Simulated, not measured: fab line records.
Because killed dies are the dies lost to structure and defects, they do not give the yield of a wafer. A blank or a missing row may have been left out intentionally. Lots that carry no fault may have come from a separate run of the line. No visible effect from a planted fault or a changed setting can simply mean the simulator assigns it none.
Split-lot trial | flow n5_finfet | route with 1938 steps; 7 lots, 39 wafers read

== SPLIT DETAILS ==
At N5_BEOL_M0_SAQP_ETCH_106 (etches SOC in N2/H2, stops on SiNx, target depth 150 nm), the setting target_depth_a was moved away from the recipe's 1500 angstrom on 15 of the 39 wafers read, by -34.6% to +20.9%. The other wafers ran this setting at the recipe's value.

Split to reading: the file shows no intervening step.

== THE READING ==
SOC_of_BEOL_M0_SAQP_COAT_105.thk_nm (the simulator's own value, which no gauge read), in nm, at N5_BEOL_M0_SAQP_ETCH_107 (etches SiNx in CH3F/O2, target depth 30 nm). No usual value for it is given in the file. Here, 24 wafers ran the recipe; their average is 13.3 nm with a standard deviation of 1.8 nm.

wafer  | tool, chamber at the split | target_depth_a as run, angstrom | against the recipe | SOC_of_BEOL_M0_SAQP_COAT_105.thk_nm, nm | against lot-mates on the recipe
L075.1 | rie_diel-03, 0             | 1500                            | recipe             | 11.8                                    | -
L075.2 | rie_diel-03, 2             | 1500                            | recipe             | 14.2                                    | -
L075.6 | rie_diel-03, 2             | 1500                            | recipe             | 15                                      | -
L082.1 | rie_diel-03, 2,1           | 1500                            | recipe             | 14.2                                    | -
L082.5 | rie_diel-03, 2,1           | 1500                            | recipe             | 14.2                                    | -
L082.2 | rie_diel-03, 3             | 1500                            | recipe             | 15                                      | -
L082.3 | rie_diel-03, 0             | 1500                            | recipe             | 10.8                                    | -
L082.4 | rie_diel-03, 1,2           | 1500                            | recipe             | 14                                      | -
L082.6 | rie_diel-03, 1,2           | 1500                            | recipe             | 14                                      | -
L083.1 | rie_diel-03, 1             | 1500                            | recipe             | 14.4                                    | -
L083.6 | rie_diel-03, 1             | 1500                            | recipe             | 14.4                                    | -
L083.2 | rie_diel-03, 2             | 1813                            | +20.9%             | 0                                       | -14.6
L083.4 | rie_diel-03, 0             | 1813                            | +20.9%             | 0                                       | -14.6
L083.5 | rie_diel-03, 0             | 1813                            | +20.9%             | 0                                       | -14.6
L083.3 | rie_diel-03, 3             | 1500                            | recipe             | 15                                      | -
L089.1 | rie_diel-02, 3             | 980.5                           | -34.6%             | 36.4                                    | +24.9
L089.2 | rie_diel-02, 1             | 980.5                           | -34.6%             | 38.8                                    | +27.3
L089.3 | rie_diel-02, 2             | 980.5                           | -34.6%             | 40                                      | +28.5
L089.4 | rie_diel-02, 1             | 1500                            | recipe             | 12.6                                    | -
L089.5 | rie_diel-02, 2             | 1500                            | recipe             | 13.4                                    | -
L089.6 | rie_diel-02, 3             | 1500                            | recipe             | 8.6                                     | -
L092.1 | rie_diel-03, 2             | 1201                            | -19.9%             | 29.8                                    | +14.9
L092.2 | rie_diel-03, 3             | 1201                            | -19.9%             | 26.8                                    | +11.9
L092.3 | rie_diel-03, 1             | 1500                            | recipe             | 15.2                                    | -
L092.4 | rie_diel-03, 0             | 1201                            | -19.9%             | 27.4                                    | +12.5
L092.5 | rie_diel-03, 2,1           | 1500                            | recipe             | 14.8                                    | -
L092.6 | rie_diel-03, 2,1           | 1500                            | recipe             | 14.8                                    | -
L096.1 | rie_diel-02, 3             | 1500                            | recipe             | 8.8                                     | -
L096.2 | rie_diel-02, 1             | 1779                            | +18.6%             | 0                                       | -11.5
L096.5 | rie_diel-02, 0             | 1779                            | +18.6%             | 0                                       | -11.5
L096.6 | rie_diel-02, 1             | 1779                            | +18.6%             | 0                                       | -11.5
L096.3 | rie_diel-02, 2             | 1500                            | recipe             | 13.4                                    | -
L096.4 | rie_diel-02, 0             | 1500                            | recipe             | 12.4                                    | -
L097.1 | rie_diel-06, 0             | 1500                            | recipe             | 12.2                                    | -
L097.2 | rie_diel-06, 1             | 1034                            | -31.1%             | 35.2                                    | +22.5
L097.3 | rie_diel-06, 2             | 1500                            | recipe             | 14                                      | -
L097.4 | rie_diel-06, 3             | 1034                            | -31.1%             | 37.2                                    | +24.5
L097.5 | rie_diel-06, 3             | 1034                            | -31.1%             | 36.8                                    | +24.1
L097.6 | rie_diel-06, 0             | 1500                            | recipe             | 11.8                                    | -
If several chambers appear in one row, that row covers several wafers at once and the file leaves open which wafer was in which chamber.

THE FIT
A straight line over all 39 wafers: SOC_of_BEOL_M0_SAQP_COAT_105.thk_nm changes by -0.716 nm for each +1% of target_depth_a; r = -0.99; the points scatter about the line by 1.7 nm.
The same after taking each lot's own level away (the mean of its wafers on the recipe; 39 wafers): -0.728 nm for each +1%; r = -0.99; scatter 1.5 nm.
On that fit, the largest move of target_depth_a shifts the reading by 25 nm.
The span of the lots' own levels, 11.53 to 14.93 nm, comes to 1.9 times the standard deviation stated above.
The two slopes are in agreement: the lot-to-lot level therefore moves the slope only a little.
Check: +25.6 nm against its lot-mates is what the line predicts for one of the wafers moved furthest among these (-34.6%) when that wafer is left out of the fit. Against them it came out at +24.9 nm.

== THESE WAFERS: OTHER SPLITS ==
Note: prior to the reading, these wafers also went through further splits. Each is held against what the fit with the lots' levels taken away leaves over:
other split on the same wafers | wafers away from the commonest value | r with SOC_of_BEOL_M0_SAQP_COAT_105.thk_nm (lot level and that fit taken away)
N5_ZERO_LAYER_PECVD_02 time_s  | 18                                   | -0.17
N5_FIN_SAQP_ETCH_65 time_s     | 15                                   | -0.09
N5_SDB_ALD_29 ald_cycles       | 15                                   | +0.03

== THE WHOLE CHAIN: every reading that the file lists as answering this split, in the file's order ==
step                     | what it does                                            | reading                                                                              | change (the file's fit)               | r (the file's)
N5_BEOL_M0_SAQP_ETCH_106 | etches SOC in N2/H2, stops on SiNx, target depth 150 nm | SOC_of_BEOL_M0_SAQP_COAT_105.thk_nm (the simulator's own value, which no gauge read) | -0.764 nm for each +1% of the setting | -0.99
N5_BEOL_M0_SAQP_ETCH_107 | etches SiNx in CH3F/O2, target depth 30 nm              | SOC_of_BEOL_M0_SAQP_COAT_105.thk_nm (the simulator's own value, which no gauge read) | -0.732 nm for each +1% of the setting | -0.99

== FILE'S OWN FIT ==
SOC_of_BEOL_M0_SAQP_COAT_105.thk_nm changes by -0.732 nm for each +1% of target_depth_a, r = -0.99.
